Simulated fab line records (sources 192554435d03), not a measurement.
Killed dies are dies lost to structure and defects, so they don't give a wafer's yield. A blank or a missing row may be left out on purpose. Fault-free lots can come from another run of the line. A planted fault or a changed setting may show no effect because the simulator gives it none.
Which tool is to blame? / flow n5 finfet / route of 1938 steps, sampled at 1 step: 12 lots, 36 wafers

== WHAT THE GAUGES SHOWED, per wafer ==
N5_BEOL_M7_CD_MEAS_11: the cd target is 38.5 nm.
lot=L076; measured=day 9 09:25; on=cd sem-02; cd nm (nm)=38.6 39.0 38.6
lot=L077; measured=day 9 21:25; on=cd sem-01; cd nm (nm)=37.5 38.3 37.2
lot=L079; measured=day 10 11:46; on=cd sem-01; cd nm (nm)=37.6 39.0 39.4
lot=L081; measured=day 11 02:32; on=cd sem-03; cd nm (nm)=39.0 38.0 38.7
lot=L082; measured=day 11 14:01; on=cd sem-02; cd nm (nm)=38.1 37.8 38.3
lot=L085; measured=day 12 11:17; on=cd sem-02; cd nm (nm)=38.4 38.5 38.7
lot=L086; measured=day 12 15:29; on=cd sem-03; cd nm (nm)=38.7 39.1 38.9
lot=L091; measured=day 12 18:25; on=cd sem-01; cd nm (nm)=39.3 38.9 39.2
lot=L089; measured=day 12 23:50; on=cd sem-01; cd nm (nm)=38.5 38.6 38.6
lot=L093; measured=day 14 00:38; on=cd sem-02; cd nm (nm)=38.2 37.3 38.6
lot=L095; measured=day 14 04:26; on=cd sem-02; cd nm (nm)=38.8 39.6 39.1
lot=L096; measured=day 15 00:18; on=cd sem-03; cd nm (nm)=39.2 39.1 39.1

== WHICH TOOL RAN EACH LOT (tool, then ch and the chambers of the sampled wafers, then the start) ==
Record: no process step prior to these readings.

== THE ANSWER, worked out from the rows above alone ==
Rule: what is usual is taken from the lots themselves. The widest of any qualifying gaps counts: lots, ordered by their means at a reading, are off when they make up no more than a third of the lots, leave a main group of 4 or more, and stand apart from it by 3 or more times the standard deviation of that group's means. The tables above print the reading to a certain number of digits; a main group whose means all agree to those digits is not used. A lot without any number at a reading at which 4 lots or more have one is off too. Where the step has rows for the other lots, those lots are counted as sound.
Across all readings shown, no lot is off: no conclusion can be drawn from this.

== WHAT HAD BEEN PUT IN BY THE SIMULATOR ==
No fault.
